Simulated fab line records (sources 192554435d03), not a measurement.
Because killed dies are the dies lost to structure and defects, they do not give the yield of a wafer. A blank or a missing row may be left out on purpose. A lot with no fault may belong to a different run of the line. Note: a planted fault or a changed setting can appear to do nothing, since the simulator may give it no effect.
Comparing a struck lot with a sound one ; flow n5-finfet ; 42 steps out of a route of 1938
Sound: these wafers, L685.2, L685.3, L685.5. Struck: wafer L686.1 (L686.2, L686.3, from the same lot, were not struck and are left out); the cause is given at the end.
For every step that has rows: the tool of each side, followed by ch and its chambers, followed by its first start. Under that, the readings that differ: sound wafers ; struck wafers ; difference of the means ; sigmas: that difference in standard deviations of wafers without a fault.
alike: same words and numbers on both sides, and readings whose means sit less than 2 such deviations apart. not compared: any withheld reading, any reading some wafer has no value for, any bound like >300 that may hide the same value, and any number with overlapping values for which the record gives no deviation.
The two part at a step that has a row with sigmas, a row that says differs or no value, or rows on one side only. Numbers that have no deviation but don't overlap get no sigmas and don't part them. A reading missing from all wafers of one side parts the sides only when that side holds two or more wafers.

first, 1 step without rows for these wafers: N5_SD_EPI_P_STRIP_38 (strips in N2/H2).
N5_SD_EPI_P_ETCHBACK_46: etches SiNx in CH3F/O2, stops on SiO2, target depth 17.5 nm.
  sound on rie-diel-06 ch 0,1,3, day 4 05:22; struck on rie-diel-06 ch 3, day 4 14:01
  alike: drypump-motor-current-A, oes-product-au, rf-vpp-V, showerhead-plenum-p-Torr, throttle-valve-pct
  not compared: rf-hours-counter-h
then, 5 steps without rows for these wafers: N5_SD_EPI_P_ETCH_47 (etches SiOCN in CH3F/O2, target depth 25 nm); N5_SD_EPI_P_ETCH_16 (etches SiO2 in CHF3/O2, target depth 5 nm); N5_SD_EPI_P_STRIP_50 (strips in CHF3/O2); N5_SD_EPI_P_SD_RECESS_17 (chemistry HBr/Cl2/O2, target depth 39.1 nm, bt time 3 s); N5_SD_EPI_P_WET_ETCH_45 (etches SiO2 in dHF, time 10.7 s, target depth 2 nm, rinse time 30 s).
N5_SD_EPI_P_STRIP_40: strips in N2/H2.
  sound on plasma-asher-02 ch 0,1, day 4 05:46; struck on plasma-asher-02 ch 0, day 4 14:26
  alike: drypump-motor-current-A, heater-power-w, oes-product-au
  not compared: rf-hours-counter-h
then, 4 steps without rows for these wafers: N5_SD_EPI_P_PRECLEAN_52 (cleans in O3/DIW, time 60 s); N5_SD_EPI_P_SRD_20 (time 30 s); N5_SD_EPI_P_PRECLEAN_51 (cleans in NF3:NH3, afs cycles 1, time 20 s, sublimation time 60 s); N5_SD_EPI_P_VAPOR_ETCH_44 (etches SiGe30 in NF3/Ar, time 3.3 s).
N5_SD_EPI_P_EPI_21: deposits SiGe:B, time 355 s.
  sound on epi-rpcvd-04 ch 0, day 4 06:39; struck on epi-rpcvd-04 ch 0, day 4 14:56
reading;sound;struck;difference;sigmas
epi-growth-time-s (s);355 355 355;305.34;-49.66;
model.SiGe-B_of_SD_EPI_P_EPI_21.thk-nm (nm);61 61 61.2;56;-5;
N5_SD_EPI_P_EPI_MEAS_23:
  struck on film-metro-02, day 4 17:08; sound on film-metro-01, day 4 08:29
  alike: thk-nm
then, 6 steps without rows for these wafers: N5_SD_EPI_P_HM_STRIP_48 (strips SiNx in H3PO4, material SiNx, target depth 3 nm); N5_SD_EPI_P_SRD_49 (time 30 s); N5_SD_EPI_P_PRECLEAN_24 (cleans in O3/DIW, time 45 s); N5_SD_EPI_P_PRECLEAN_32 (cleans in dHF, time 10 s); N5_SD_EPI_P_PRECLEAN_33 (cleans in SC2, time 45 s); N5_SD_EPI_P_SRD_25 (time 30 s).
N5_SD_EPI_P_INSPECT_26: inspects for defects (darkfield).
  struck on defect-inspect-01, day 4 17:19; sound on defect-inspect-02, day 4 08:40
  alike: raw-defect-count
N5_SD_ACTIVATION_RTA_00: time 0 s.
  sound on rtp-anneal-02 ch 0, day 4 08:45; struck on rtp-anneal-01 ch 0, day 4 17:20
  alike: lamp-power-pct, lamp_zone_4_pct, wafer_temp_C_max
then, 1 step without rows for these wafers: N5_SD_ACTIVATION_LSA_01 (time 0.0008 s).
N5_SD_ACTIVATION_INSPECT_02: inspects for defects (darkfield).
  struck on defect-inspect-01, day 4 18:04; sound on defect-inspect-02, day 4 09:35
  alike: raw-defect-count
then, 3 steps without rows for these wafers: N5_ILD0_LINER_00 (material SiNx, target thk 4 nm, pulse time 1 s, purge time 2 s); N5_ILD0_FCVD_FILL_01 (material SiO2 flowable, target thk 200 nm, time 328.3 s); N5_ILD0_CURE_02 (time 1800 s).
N5_ILD0_CMP_03: polishes, stops on SiNx, t overpolish 1.9 s, target thk 197.38 nm.
  sound on cmp-04 ch 0,2,3, day 4 12:05; struck on cmp-01 ch 0, day 4 20:56
  alike: motor-current-A, overpolish-run-s, platen-rpm, time-to-endpoint-s
N5_ILD0_THK_MEAS_04:
  struck on film-metro-02, day 4 21:13; sound on film-metro-01, day 4 12:18
reading;sound;struck;difference;sigmas
thk-nm (nm);197.1 196.5 195.9;199.3;+2.8;+3
N5_ILD0_CMP_07: polishes SiO2 flowable, stops on poly-Si, t overpolish 1.18 s, target thk 138.88 nm.
  sound on cmp-02 ch 1,2, day 4 12:22; struck on cmp-02 ch 1, day 4 21:15
reading;sound;struck;difference;sigmas
platen-rpm (rpm);51.80 51.78 51.85;51.73;-0.08;-2
  alike: motor-current-A
N5_ILD0_THK_MEAS_08:
  struck on film-metro-01, day 4 21:33; sound on film-metro-01, day 4 12:37
  alike: thk-nm
then, 3 steps without rows for these wafers: N5_ILD0_PRECLEAN_10 (cleans in NF3:NH3, afs cycles 5, time 20 s, sublimation time 60 s); N5_ILD0_ALD_15 (deposits SiNx, target thk 24 nm, pulse time 1 s, ald cycles 480); N5_ILD0_CMP_12 (polishes SiNx, stops on poly-Si, t overpolish 6 s, target thk 17.67 nm).
N5_ILD0_THK_MEAS_13:
  struck on film-metro-01, day 5 01:10; sound on film-metro-02, day 4 15:50
  alike: thk-nm
N5_ILD0_INSPECT_06: inspects for defects (darkfield).
  struck on defect-inspect-02, day 5 01:12; sound on defect-inspect-02, day 4 15:52
reading;sound;struck;difference;sigmas
raw-defect-count;86 55 59;9;-58;-4
then, 4 steps without rows for these wafers: N5_SDB_HM_DEP_00 (deposits SiNx from SiH4/NH3/N2, target thk 40 nm, time 35.3 s); N5_SDB_COAT_03 (time 60 s, resist thk 100 nm); N5_SDB_COAT_04 (time 60 s, resist thk 18 nm); N5_SDB_COAT_05 (resist thk 90 nm).
N5_MOL_CONTACT_COAG_ETCH_110: etches Si in CF4/O2, target depth 2.5 nm, time 8 s.
  sound on rie-diel-01 ch 0,2,3, day 5 13:42; struck on rie-diel-03 ch 1, day 5 23:34
reading;sound;struck;difference;sigmas
model.SiGe-B_of_SD_EPI_P_EPI_21.thk-nm (nm);58 58 58.2;53.4;-4.7;
  alike: drypump-motor-current-A, oes-product-au, rf-vpp-V, showerhead-plenum-p-Torr, throttle-valve-pct
  not compared: rf-hours-counter-h
following that, these wafers have no rows for 1 step: N5_PASSIVATION_PROBE_49.

## WHERE THEY PART
First at N5_ILD0_THK_MEAS_04; last, within this record, at N5_ILD0_INSPECT_06. Later steps at which nothing parts them and some readings are alike: N5_MOL_CONTACT_COAG_ETCH_110.

WHY: what had been put in by the simulator
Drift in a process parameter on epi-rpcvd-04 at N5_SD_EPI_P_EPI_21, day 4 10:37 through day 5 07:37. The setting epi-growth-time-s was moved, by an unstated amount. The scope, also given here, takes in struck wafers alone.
